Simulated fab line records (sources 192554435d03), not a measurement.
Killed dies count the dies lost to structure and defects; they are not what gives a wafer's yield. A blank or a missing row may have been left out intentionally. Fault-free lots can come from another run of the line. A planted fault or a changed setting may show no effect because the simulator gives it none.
Which tool did it? | flow n5-finfet | 24 lots with 72 wafers sampled at 6 steps, on a route of 1938 steps

== WHAT THE GAUGES SHOWED, per wafer ==
N5_BEOL_M4_THK_MEAS_01. Usual: M4_ILD_THK gives 79.2 nm (standard deviation 1).
lot  | measured     | on            | M4_ILD_THK (nm) | flag
L074 | day 7 11:15  | film-metro-02 | 79.4 78.8 80.3  |
L076 | day 7 12:50  | film-metro-02 | 78.1 78.8 80.6  |
L075 | day 7 22:20  | film-metro-02 | 77.4 79.4 78.7  |
L077 | day 8 00:46  | film-metro-01 | 79.0 79.5 79.3  |
L078 | day 8 03:19  | film-metro-01 | 78.8 80.6 80.6  |
L079 | day 8 22:25  | film-metro-01 | 79.6 79.9 81.3  |
L081 | day 9 06:58  | film-metro-01 | 79.4 79.6 80.5  |
L082 | day 9 12:58  | film-metro-02 | 79.7 79.6 78.4  |
L080 | day 9 13:14  | film-metro-02 | 78.5 79.4 80.4  |
L083 | day 9 16:52  | film-metro-01 | 77.9 78.7 79.9  |
L084 | day 9 20:52  | film-metro-02 | 78.5 80.2 78.3  |
L085 | day 10 08:05 | film-metro-02 | 79.5 80.4 80.3  |
L086 | day 11 00:08 | film-metro-01 | 79.6 78.7 77.9  |
L087 | day 11 03:23 | film-metro-01 | 78.9 80.0 79.0  |
L088 | day 11 07:47 | film-metro-01 | 78.0 79.4 78.7  |
L090 | day 11 16:10 | film-metro-01 | 77.5 78.9 78.8  |
L089 | day 11 18:55 | film-metro-02 | 78.6 79.9 79.4  |
L091 | day 11 23:31 | film-metro-02 | 79.3 79.2 80.7  |
L092 | day 12 06:47 | film-metro-01 | 77.7 77.2 79.0  |
L093 | day 12 11:34 | film-metro-02 | 77.8 78.0 78.9  |
L094 | day 12 11:10 | film-metro-01 | 78.0 77.9 79.7  |
L095 | day 12 16:02 | film-metro-01 | 78.3 80.5 79.0  |
L096 | day 13 06:02 | film-metro-01 | 81.2 82.2 80.1  |
L097 | day 13 16:20 | film-metro-02 | 79.0 80.8 79.6  |

== TOOL THAT RAN EACH LOT (tool first, then ch and the chambers of the sampled wafers, then the start) ==
lot  | N5_BEOL_M3_ETCH_77                 | N5_BEOL_M3_ETCH_41                            | N5_BEOL_M3_SURFACE_TREAT_85  | N5_BEOL_M3_SPUTTER_96        | N5_BEOL_M3_PRE_CLEAN_60
L074 | rie-diel-01 ch 0,1,3, day 7 06:20  | rie-diel-03 ch 0,1,3, day 7 08:05 or earlier  | pvd-sputter-03, day 7 08:05  | pvd-sputter-01, day 7 10:05  | cvd-co-01 ch 1,2, day 7 10:54
L076 | rie-diel-03 ch 0,2,3, day 7 06:40  | rie-diel-06 ch 0,1,3, day 7 08:15 or earlier  | pvd-sputter-03, day 7 08:15  | pvd-sputter-02, day 7 11:35  | cvd-co-02 ch 1,2, day 7 12:28
L075 | rie-diel-01 ch 0,3, day 7 13:23    | rie-diel-03 ch 0,2, day 7 18:54 or earlier    | pvd-sputter-01, day 7 18:54  | pvd-sputter-01, day 7 21:07  | cvd-co-02 ch 0,2, day 7 21:56
L077 | rie-diel-06 ch 1,2,3, day 7 19:09  | rie-diel-06 ch 0,2,3, day 7 21:29 or earlier  | pvd-sputter-03, day 7 21:29  | pvd-sputter-03, day 7 23:30  | cvd-co-01 ch 0,1, day 8 00:24
L078 | rie-diel-03 ch 0,2,3, day 7 20:50  | rie-diel-06 ch 1,2,3, day 7 23:35 or earlier  | pvd-sputter-03, day 7 23:35  | pvd-sputter-01, day 8 01:37  | cvd-co-01 ch 0,2, day 8 02:56
L079 | rie-diel-01 ch 0,1, day 8 14:26    | rie-diel-01 ch 0,3, day 8 15:49 or earlier    | pvd-sputter-01, day 8 15:49  | pvd-sputter-01, day 8 17:51  | cvd-co-02 ch 1,2, day 8 22:04
L081 | rie-diel-03 ch 0,1,3, day 8 21:56  | rie-diel-01 ch 0,1,3, day 9 02:08 or earlier  | pvd-sputter-02, day 9 02:08  | pvd-sputter-03, day 9 04:07  | cvd-co-02 ch 0,1,2, day 9 06:37
L082 | rie-diel-03 ch 0,1,2, day 9 00:03  | rie-diel-06 ch 0,1,3, day 9 07:35 or earlier  | pvd-sputter-02, day 9 07:35  | pvd-sputter-02, day 9 09:41  | cvd-co-02 ch 0,1,2, day 9 12:38
L080 | rie-diel-06 ch 0,2,3, day 9 04:39  | rie-diel-03 ch 0,1,2, day 9 07:43 or earlier  | pvd-sputter-02, day 9 07:43  | pvd-sputter-03, day 9 09:45  | cvd-co-02 ch 0,2, day 9 12:53
L083 | rie-diel-06 ch 0,2,3, day 9 08:52  | rie-diel-06 ch 0,1,2, day 9 10:30 or earlier  | pvd-sputter-02, day 9 10:30  | pvd-sputter-03, day 9 12:29  | cvd-co-01 ch 0,1,2, day 9 16:29
L084 | rie-diel-06 ch 2,3, day 9 13:56    | rie-diel-03 ch 0,2,3, day 9 15:10 or earlier  | pvd-sputter-01, day 9 15:10  | pvd-sputter-02, day 9 17:15  | cvd-co-01 ch 0,1,2, day 9 20:31
L085 | rie-diel-06 ch 0,2,3, day 10 03:37 | rie-diel-06 ch 0,2, day 10 04:53 or earlier   | pvd-sputter-01, day 10 04:53 | pvd-sputter-02, day 10 06:53 | cvd-co-01 ch 0,1,2, day 10 07:43
L086 | rie-diel-03 ch 0,1,2, day 10 06:47 | rie-diel-06 ch 0,2,3, day 10 20:50 or earlier | pvd-sputter-02, day 10 20:50 | pvd-sputter-03, day 10 22:58 | cvd-co-01 ch 0,1,2, day 10 23:47
L087 | rie-diel-01 ch 1,2,3, day 10 16:11 | rie-diel-03 ch 0,2,3, day 11 00:13 or earlier | pvd-sputter-03, day 11 00:13 | pvd-sputter-01, day 11 02:13 | cvd-co-02 ch 0,1, day 11 03:02
L088 | rie-diel-06 ch 0,3, day 11 00:59   | rie-diel-06 ch 1,3, day 11 04:18 or earlier   | pvd-sputter-03, day 11 04:18 | pvd-sputter-03, day 11 06:36 | cvd-co-02 ch 1,2, day 11 07:26
L090 | rie-diel-06 ch 0,1,3, day 11 08:26 | rie-diel-01 ch 1,2, day 11 12:40 or earlier   | pvd-sputter-01, day 11 12:40 | pvd-sputter-02, day 11 14:50 | cvd-co-02 ch 0,1,2, day 11 15:49
L089 | rie-diel-06 ch 0,1, day 11 08:50   | rie-diel-01 ch 0,1, day 11 15:37 or earlier   | pvd-sputter-01, day 11 15:37 | pvd-sputter-01, day 11 17:35 | cvd-co-02 ch 0,2, day 11 18:34
L091 | rie-diel-06 ch 0,1,3, day 11 17:14 | rie-diel-06 ch 0,1,2, day 11 19:38 or earlier | pvd-sputter-02, day 11 19:38 | pvd-sputter-03, day 11 22:14 | cvd-co-02 ch 0,1,2, day 11 23:09
L092 | rie-diel-06 ch 0,1,2, day 11 17:28 | rie-diel-06 ch 0,2,3, day 12 02:13 or earlier | pvd-sputter-02, day 12 02:13 | pvd-sputter-03, day 12 05:36 | cvd-co-01 ch 0,2, day 12 06:25
L093 | rie-diel-01 ch 0,2,3, day 11 23:11 | rie-diel-06 ch 0,1,3, day 12 08:03 or earlier | pvd-sputter-02, day 12 08:03 | pvd-sputter-01, day 12 10:22 | cvd-co-01 ch 0,1, day 12 11:12
L094 | rie-diel-01 ch 0,2,3, day 12 00:52 | rie-diel-01 ch 0,2,3, day 12 07:58 or earlier | pvd-sputter-02, day 12 07:58 | pvd-sputter-02, day 12 09:58 | cvd-co-02 ch 0,1, day 12 10:47
L095 | rie-diel-01 ch 0,1,2, day 12 01:20 | rie-diel-03 ch 0,1,3, day 12 12:29 or earlier | pvd-sputter-02, day 12 12:29 | pvd-sputter-03, day 12 14:31 | cvd-co-01 ch 0,2, day 12 15:40
L096 | rie-diel-01 ch 0,3, day 13 01:24   | rie-diel-03 ch 0,1,3, day 13 02:51 or earlier | pvd-sputter-03, day 13 02:51 | pvd-sputter-03, day 13 04:50 | cvd-co-02 ch 0,2, day 13 05:40
L097 | rie-diel-03 ch 0,3, day 13 03:01   | rie-diel-01 ch 0,3, day 13 13:09 or earlier   | pvd-sputter-02, day 13 13:09 | pvd-sputter-02, day 13 15:08 | cvd-co-01 ch 0,2, day 13 15:57
- N5_BEOL_M3_ETCH_77: etches underlayer in N2/H2, target depth 6.5 nm, time 5.2 s.
- N5_BEOL_M3_ETCH_41: etches SiCN in CH3F/O2, target depth 29.9 nm, time 52.5 s.
- N5_BEOL_M3_SURFACE_TREAT_85
- N5_BEOL_M3_SPUTTER_96: material Cu, target thk 4.5 nm, time 8.29 s.
- N5_BEOL_M3_PRE_CLEAN_60: time 15 s.

== AS READ BY THE TOOLS THEMSELVES (means over the sampled wafers that have a number; for cases with no such wafer, the mark the record gives instead) ==
N5_BEOL_M3_ETCH_77. Usual: for drypump-motor-current-A, 5.8 A with a standard deviation of 0.49; for etch-rf-on-time-s, 5.19 s with a standard deviation of 0.12; for oes-product-au, 0.67 a.u. with a standard deviation of 0.07; for rf-fwd-power-W, 819.4 W with a standard deviation of 2.7; for rf-vpp-V, 522.1 V with a standard deviation of 1.9; for showerhead-plenum-p-Torr, 2.48 Torr with a standard deviation of 0.052; for throttle-valve-pct, 17.89 % with a standard deviation of 0.23.
lot  | tool        | drypump-motor-current-A (A) | etch-rf-on-time-s (s) | oes-product-au (a.u.) | rf-fwd-power-W (W) | rf-vpp-V (V) | showerhead-plenum-p-Torr (Torr) | throttle-valve-pct (%) | flag
L074 | rie-diel-01 | 6.2                         | 5.04                  | 0.75                  | 816.0              | 523.7        | 2.50                            | 17.65                  |
L076 | rie-diel-03 | 5.5                         | 5.22                  | 0.67                  | 816.2              | 522.0        | 2.51                            | 18.01                  |
L075 | rie-diel-01 | 6.5                         | 5.02                  | 0.70                  | 820.3              | 523.8        | 2.53                            | 17.80                  |
L077 | rie-diel-06 | 5.4                         | 5.24                  | 0.63                  | 819.7              | 521.0        | 2.46                            | 17.95                  |
L078 | rie-diel-03 | 5.5                         | 5.28                  | 0.67                  | 817.9              | 523.4        | 2.51                            | 18.02                  |
L079 | rie-diel-01 | 6.0                         | 5.17                  | 0.78                  | 818.4              | 522.4        | 2.48                            | 17.57                  |
L081 | rie-diel-03 | 5.6                         | 5.30                  | 0.65                  | 820.8              | 522.8        | 2.51                            | 18.10                  |
L082 | rie-diel-03 | 5.8                         | 5.30                  | 0.65                  | 823.7              | 523.8        | 2.54                            | 18.18                  |
L080 | rie-diel-06 | 5.7                         | 5.19                  | 0.67                  | 820.0              | 522.2        | 2.47                            | 17.84                  |
L083 | rie-diel-06 | 5.7                         | 5.19                  | 0.66                  | 818.7              | 521.7        | 2.47                            | 17.85                  |
L084 | rie-diel-06 | 5.3                         | 5.22                  | 0.63                  | 816.1              | 522.1        | 2.45                            | 17.97                  |
L085 | rie-diel-06 | 5.7                         | 5.17                  | 0.66                  | 819.8              | 522.8        | 2.47                            | 17.86                  |
L086 | rie-diel-03 | 5.8                         | 5.24                  | 0.65                  | 816.5              | 524.6        | 2.54                            | 18.20                  |
L087 | rie-diel-01 | 6.2                         | 5.01                  | 0.71                  | 820.6              | 522.6        | 2.50                            | 17.83                  |
L088 | rie-diel-06 | 5.4                         | 5.23                  | 0.65                  | 818.7              | 521.2        | 2.44                            | 17.85                  |
L090 | rie-diel-06 | 5.5                         | 5.25                  | 0.65                  | 819.8              | 521.1        | 2.44                            | 17.86                  |
L089 | rie-diel-06 | 5.9                         | 5.25                  | 0.67                  | 819.4              | 520.9        | 2.45                            | 17.73                  |
L091 | rie-diel-06 | 5.5                         | 5.35                  | 0.63                  | 820.4              | 521.4        | 2.44                            | 17.86                  |
L092 | rie-diel-06 | 5.8                         | 5.25                  | 0.64                  | 820.2              | 523.3        | 2.47                            | 17.90                  |
L093 | rie-diel-01 | 6.3                         | 5.11                  | 0.70                  | 823.2              | 522.1        | 2.50                            | 17.88                  |
L094 | rie-diel-01 | 6.3                         | 5.08                  | 0.71                  | 819.9              | 521.6        | 2.50                            | 17.89                  |
L095 | rie-diel-01 | 6.0                         | 5.05                  | 0.74                  | 818.9              | 522.8        | 2.47                            | 17.76                  |
L096 | rie-diel-01 | 6.3                         | 5.11                  | 0.69                  | 817.9              | 523.9        | 2.49                            | 17.77                  |
L097 | rie-diel-03 | 5.3                         | 5.29                  | 0.64                  | 818.8              | 521.9        | 2.46                            | 18.00                  |

N5_BEOL_M3_ETCH_41. Usual: drypump-motor-current-A 5.7 A, standard deviation 0.47; oes-product-au 0.78 a.u., standard deviation 0.079; rf-fwd-power-W 390.8 W, standard deviation 1.8; rf-vpp-V 296.4 V, standard deviation 1.3; showerhead-plenum-p-Torr 1.95 Torr, standard deviation 0.039; throttle-valve-pct 16.37 %, standard deviation 0.21.
lot  | tool        | drypump-motor-current-A (A) | oes-product-au (a.u.) | rf-fwd-power-W (W) | rf-vpp-V (V) | showerhead-plenum-p-Torr (Torr) | throttle-valve-pct (%) | flag
L074 | rie-diel-03 | 5.6                         | 0.78                  | 392.3              | 296.3        | 1.96                            | 16.47                  |
L076 | rie-diel-06 | 5.5                         | 0.79                  | 390.8              | 296.8        | 1.93                            | 16.25                  |
L075 | rie-diel-03 | 5.7                         | 0.79                  | 392.7              | 298.0        | 2.01                            | 16.58                  |
L077 | rie-diel-06 | 5.7                         | 0.79                  | 390.3              | 295.2        | 1.95                            | 16.35                  |
L078 | rie-diel-06 | 5.4                         | 0.74                  | 390.7              | 295.1        | 1.94                            | 16.43                  |
L079 | rie-diel-01 | 6.5                         | 0.80                  | 391.2              | 297.6        | 1.99                            | 16.27                  |
L081 | rie-diel-01 | 6.2                         | 0.84                  | 389.4              | 297.0        | 1.96                            | 16.20                  |
L082 | rie-diel-06 | 5.5                         | 0.78                  | 390.6              | 296.8        | 1.93                            | 16.27                  |
L080 | rie-diel-03 | 5.8                         | 0.77                  | 392.6              | 297.4        | 1.99                            | 16.62                  |
L083 | rie-diel-06 | 5.8                         | 0.76                  | 388.6              | 295.9        | 1.95                            | 16.32                  |
L084 | rie-diel-03 | 5.5                         | 0.77                  | 392.2              | 296.9        | 1.97                            | 16.50                  |
L085 | rie-diel-06 | 5.9                         | 0.77                  | 391.4              | 297.1        | 1.98                            | 16.42                  |
L086 | rie-diel-06 | 5.6                         | 0.77                  | 389.8              | 295.6        | 1.94                            | 16.40                  |
L087 | rie-diel-03 | 5.5                         | 0.76                  | 391.2              | 296.4        | 1.97                            | 16.50                  |
L088 | rie-diel-06 | 5.2                         | 0.72                  | 389.2              | 295.2        | 1.91                            | 16.37                  |
L090 | rie-diel-01 | 5.9                         | 0.85                  | 390.0              | 296.3        | 1.95                            | 16.20                  |
L089 | rie-diel-01 | 6.0                         | 0.87                  | 390.8              | 295.8        | 1.95                            | 16.19                  |
L091 | rie-diel-06 | 5.8                         | 0.76                  | 389.4              | 295.7        | 1.95                            | 16.35                  |
L092 | rie-diel-06 | 5.6                         | 0.76                  | 390.9              | 296.1        | 1.94                            | 16.41                  |
L093 | rie-diel-06 | 5.5                         | 0.74                  | 391.9              | 295.7        | 1.92                            | 16.32                  |
L094 | rie-diel-01 | 6.3                         | 0.81                  | 390.7              | 296.9        | 1.97                            | 16.29                  |
L095 | rie-diel-03 | 5.6                         | 0.83                  | 392.7              | 298.3        | 1.95                            | 16.38                  |
L096 | rie-diel-03 | 5.6                         | 0.83                  | 390.4              | 296.4        | 1.95                            | 16.39                  |
L097 | rie-diel-01 | 6.3                         | 0.80                  | 391.3              | 296.1        | 1.96                            | 16.29                  |

N5_BEOL_M3_SPUTTER_96. Usual: chuck-gas-flow-sccm 1.26 sccm, standard deviation 0.053; substrate-temp-c -19.99 C, standard deviation 0.12; throttle-valve-pct 29.4 %, standard deviation 1.2.
lot  | tool           | chuck-gas-flow-sccm (sccm) | substrate-temp-c (C) | throttle-valve-pct (%) | flag
L074 | pvd-sputter-01 | 1.27                       | -20.08               | 28.6                   |
L076 | pvd-sputter-02 | 1.27                       | -19.95               | 30.1                   |
L075 | pvd-sputter-01 | 1.26                       | -19.98               | 28.7                   |
L077 | pvd-sputter-03 | 1.32                       | -20.04               | 29.5                   |
L078 | pvd-sputter-01 | 1.24                       | -19.98               | 29.3                   |
L079 | pvd-sputter-01 | 1.29                       | -20.02               | 27.6                   |
L081 | pvd-sputter-03 | 1.19                       | -19.99               | 29.6                   |
L082 | pvd-sputter-02 | 1.23                       | -19.93               | 30.6                   |
L080 | pvd-sputter-03 | 1.29                       | -20.06               | 28.7                   |
L083 | pvd-sputter-03 | 1.32                       | -19.90               | 28.6                   |
L084 | pvd-sputter-02 | 1.26                       | -19.91               | 30.3                   |
L085 | pvd-sputter-02 | 1.28                       | -19.87               | 30.2                   |
L086 | pvd-sputter-03 | 1.22                       | -19.90               | 29.5                   |
L087 | pvd-sputter-01 | 1.24                       | -20.02               | 28.7                   |
L088 | pvd-sputter-03 | 1.24                       | -19.98               | 29.5                   |
L090 | pvd-sputter-02 | 1.24                       | -20.01               | 30.7                   |
L089 | pvd-sputter-01 | 1.30                       | -20.03               | 28.6                   |
L091 | pvd-sputter-03 | 1.35                       | -20.04               | 28.8                   |
L092 | pvd-sputter-03 | 1.27                       | -20.13               | 29.6                   |
L093 | pvd-sputter-01 | 1.22                       | -20.07               | 29.1                   |
L094 | pvd-sputter-02 | 1.28                       | -19.99               | 29.9                   |
L095 | pvd-sputter-03 | 1.31                       | -19.84               | 29.3                   |
L096 | pvd-sputter-03 | 1.23                       | -20.01               | 30.1                   |
L097 | pvd-sputter-02 | 1.28                       | -19.97               | 30.0                   |

N5_BEOL_M3_PRE_CLEAN_60. Usual: heater-power-w 83 W, standard deviation 14; rf-fwd-power-W 296.6 W, standard deviation 1.1.
lot  | tool      | heater-power-w (W) | rf-fwd-power-W (W) | flag
L074 | cvd-co-01 | 79                 | 296.4              |
L076 | cvd-co-02 | 79                 | 296.6              |
L075 | cvd-co-02 | 88                 | 296.0              |
L077 | cvd-co-01 | 90                 | 296.5              |
L078 | cvd-co-01 | 68                 | 297.7              |
L079 | cvd-co-02 | 91                 | 295.6              |
L081 | cvd-co-02 | 84                 | 297.4              |
L082 | cvd-co-02 | 85                 | 296.6              |
L080 | cvd-co-02 | 88                 | 297.0              |
L083 | cvd-co-01 | 81                 | 297.2              |
L084 | cvd-co-01 | 81                 | 295.7              |
L085 | cvd-co-01 | 80                 | 296.8              |
L086 | cvd-co-01 | 79                 | 296.9              |
L087 | cvd-co-02 | 81                 | 297.1              |
L088 | cvd-co-02 | 83                 | 297.1              |
L090 | cvd-co-02 | 85                 | 296.3              |
L089 | cvd-co-02 | 89                 | 296.9              |
L091 | cvd-co-02 | 85                 | 297.1              |
L092 | cvd-co-01 | 70                 | 297.4              |
L093 | cvd-co-01 | 82                 | 294.8              |
L094 | cvd-co-02 | 81                 | 298.3              |
L095 | cvd-co-01 | 70                 | 297.0              |
L096 | cvd-co-02 | 89                 | 298.4              |
L097 | cvd-co-01 | 69                 | 296.3              |

== THE ANSWER, worked out from the rows above alone ==
Rule: a lot is off if the mean of its wafers that have a number lies more than 3 standard deviations from the usual mean. Also off: a lot with no number at a reading for which 4 or more lots have one. The other lots that the step has rows for count as sound. First the gauges in route order, then the tools' own readings, where a lot's mean is used as printed above. At the first step where some lot is off, the reading lying furthest off is the one used; lots without a number count as furthest.
Across all readings shown, no lot is off: no conclusion can be drawn from this.

== WHAT THE SIMULATOR HAD INSERTED ==
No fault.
